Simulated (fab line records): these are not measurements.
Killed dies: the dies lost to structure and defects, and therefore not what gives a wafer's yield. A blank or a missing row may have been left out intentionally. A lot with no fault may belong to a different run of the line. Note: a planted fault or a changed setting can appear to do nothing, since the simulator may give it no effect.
Problem report in the 8D (eight disciplines) form, filled by code || flow nand harc || the parts of the form that need people (team, actions taken, sign-off) are left out

1. THE PROBLEM
At NHARC_END_SORT_01, killed at array averages 672 over 2 wafers from 2 lots, while fault-free wafers read 54, standard deviation 17. That is +36 standard deviations from the usual mean.
Earliest sighting: wafer L164.5 on prober-01 at day 27 17:27. Wafers with a number at this step in the record: 6, from 2 lots. Rule for "out", or "out of limits": more than 4 standard deviations from the usual mean. All remaining wafers that have a number are taken as sound.

2. WHAT IT IS, WHAT IT ISN'T
{"question": "which readings at this step", "is": "killed at array, killed dies", "is not": "killed at other, killed at periphery, killed open, killed short"}
{"question": "which lots", "is": "L164, L165", "is not": "-"}
{"question": "which wafers of those lots", "is": "L164.5, L165.5", "is not": "L164.4, L164.6, L165.3, L165.6"}
{"question": "read on which gauges", "is": "prober-01, prober-02", "is not": "-"}
{"question": "when", "is": "from day 27 17:27", "is not": "up to then (2 sound wafers); but 2 sound wafers of L164, L165 came after"}

3. WHAT RULES OUT EACH SUSPECT
Counting: any tool at a process step up to the reading remains a suspect provided it ran every lot that is out. Sound lots after the first of them don't rule it out here, since some wafers of a struck lot are sound.
- the gauge at NHARC_END_SORT_01 is ruled out. 2 gauges (prober-01, prober-02) read the wafers that are out.
- rie diel-09 at NHARC_A_CONTACT_ETCH_78 (etches the open film in O2/COS, target depth 5300 nm, time 1378 s): kept. It ran every lot that is out, first L165 (day 25 01:35). Out on those wafers are its own readings of oes product au.
Left after counting: rie diel-09 at NHARC_A_CONTACT_ETCH_78.

4. THE CAUSE (what the simulator had put in)
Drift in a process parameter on rie diel-09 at NHARC_A_CONTACT_ETCH_78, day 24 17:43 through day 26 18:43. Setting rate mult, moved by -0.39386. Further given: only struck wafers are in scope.
Only this tool survived the counting.

5. THE CHAIN OF EFFECTS, in route order
Each row: a reading where the mean over the struck wafers with a number is more than 3 standard deviations away from the usual. Only readings for which the record gives a usual standard deviation are gone through. hours: the time from each lot's start at the first step in this table that gives one to its start at this step, as a median over the lots. sigmas: the change in usual standard deviations.
{"hours": 0, "step": "NHARC_A_CONTACT_ETCH_78", "reading": "oes product au", "usual": "1.002 a.u.", "on struck wafers": 0.754, "change": -0.248, "sigmas": -23}
{"hours": 62, "step": "NHARC_END_SORT_01", "reading": "killed at array", "usual": 54, "on struck wafers": 672, "change": "+618", "sigmas": "+36"}
{"hours": 62, "step": "NHARC_END_SORT_01", "reading": "killed dies", "usual": 58, "on struck wafers": 677, "change": "+619", "sigmas": "+36"}
Process steps it contains:
- NHARC_A_CONTACT_ETCH_78: etches the open film in O2/COS, target depth 5300 nm, time 1378 s.

6. WHAT WOULD HAVE CAUGHT IT SOONER
Counted from the fault's start at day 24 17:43, it took 72 hours until the first out-of-limits reading at a measuring or inspecting step in this record, taken at day 27 17:27.
Tool's own readings at NHARC_A_CONTACT_ETCH_78, oes product au: out on all struck wafers the step has rows for; an alarm limit on them would have tripped on the first.
Lots out: 2; all had begun NHARC_A_CONTACT_ETCH_78 on rie diel-09 by day 27 17:27. Had the tool been put on hold then, not one of them would have been saved.
